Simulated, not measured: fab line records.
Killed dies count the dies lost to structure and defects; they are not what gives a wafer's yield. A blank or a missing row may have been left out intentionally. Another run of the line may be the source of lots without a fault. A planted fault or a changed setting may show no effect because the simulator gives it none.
What tool caused it? / flow n5-finfet / Sampling: 12 lots, 36 wafers, 2 of 1938 route steps

WHAT THE GAUGES SHOWED, per wafer
N5_FIN_SAQP_CD_MEAS_37 targets a cd of 8 nm.
lot=L075; measured=day 2 13:41; on=cd-sem-03; cd-nm (nm)=8.52 7.83 7.87
lot=L077; measured=day 2 22:34; on=cd-sem-01; cd-nm (nm)=8.27 7.78 7.59
lot=L079; measured=day 3 07:49; on=cd-sem-01; cd-nm (nm)=8.23 8.25 8.02
lot=L081; measured=day 3 19:59; on=cd-sem-02; cd-nm (nm)=8.46 8.29 8.34
lot=L083; measured=day 4 08:33; on=cd-sem-02; cd-nm (nm)=8.01 8.31 8.01
lot=L085; measured=day 4 20:40; on=cd-sem-03; cd-nm (nm)=8.41 8.32 8.54
lot=L087; measured=day 5 11:08; on=cd-sem-02; cd-nm (nm)=8.25 8.34 7.82
lot=L089; measured=day 5 23:19; on=cd-sem-01; cd-nm (nm)=8.39 8.24 8.48
lot=L091; measured=day 6 08:02; on=cd-sem-03; cd-nm (nm)=7.89 7.72 8.32
lot=L093; measured=day 6 20:23; on=cd-sem-01; cd-nm (nm)=8.04 8.46 8.45
lot=L095; measured=day 7 08:20; on=cd-sem-03; cd-nm (nm)=8.38 8.07 8.35
lot=L097; measured=day 7 23:06; on=cd-sem-03; cd-nm (nm)=8.29 8.19 8.16

TOOL THAT RAN EACH LOT (tool first, then ch and the chambers of the sampled wafers, then the start)
lot=L075; N5_FIN_SAQP_SPACER2_ALD_28=ald-sin-03 ch 0,1,3, day 2 12:43
lot=L077; N5_FIN_SAQP_SPACER2_ALD_28=ald-sin-01 ch 1,2, day 2 21:28
lot=L079; N5_FIN_SAQP_SPACER2_ALD_28=ald-sin-02 ch 1,3, day 3 06:49
lot=L081; N5_FIN_SAQP_SPACER2_ALD_28=ald-sin-03 ch 0,2, day 3 18:50
lot=L083; N5_FIN_SAQP_SPACER2_ALD_28=ald-sin-02 ch 0,2,3, day 4 07:29
lot=L085; N5_FIN_SAQP_SPACER2_ALD_28=ald-sin-01 ch 1,3, day 4 19:34
lot=L087; N5_FIN_SAQP_SPACER2_ALD_28=ald-sin-03 ch 0,1,2, day 5 10:01
lot=L089; N5_FIN_SAQP_SPACER2_ALD_28=ald-sin-01 ch 0,1,2, day 5 22:04
lot=L091; N5_FIN_SAQP_SPACER2_ALD_28=ald-sin-02 ch 1,2, day 6 07:02
lot=L093; N5_FIN_SAQP_SPACER2_ALD_28=ald-sin-02 ch 0,1,2, day 6 19:20
lot=L095; N5_FIN_SAQP_SPACER2_ALD_28=ald-sin-03 ch 0,1,3, day 7 07:22
lot=L097; N5_FIN_SAQP_SPACER2_ALD_28=ald-sin-03 ch 0,3, day 7 22:07
- N5_FIN_SAQP_SPACER2_ALD_28: deposits SiO2, target thk 8.1 nm, pulse time 1 s, purge time 2 s.

THE ANSWER, worked out from the rows above alone
Rule: usual is defined by the lots themselves. The widest of any qualifying gaps counts: lots, ordered by their means at a reading, are off when they make up no more than a third of the lots, leave a main group of 4 or more, and stand apart from it by 3 or more times the standard deviation of that group's means. A main group is skipped when, at the precision printed for the reading in the tables above, its means are all equal. Also off: a lot with no number at a reading for which 4 or more lots have one. Where the step has rows for the other lots, those lots are counted as sound.
Across all readings shown, no lot is off: no conclusion can be drawn from this.

WHAT HAD BEEN PUT IN BY THE SIMULATOR
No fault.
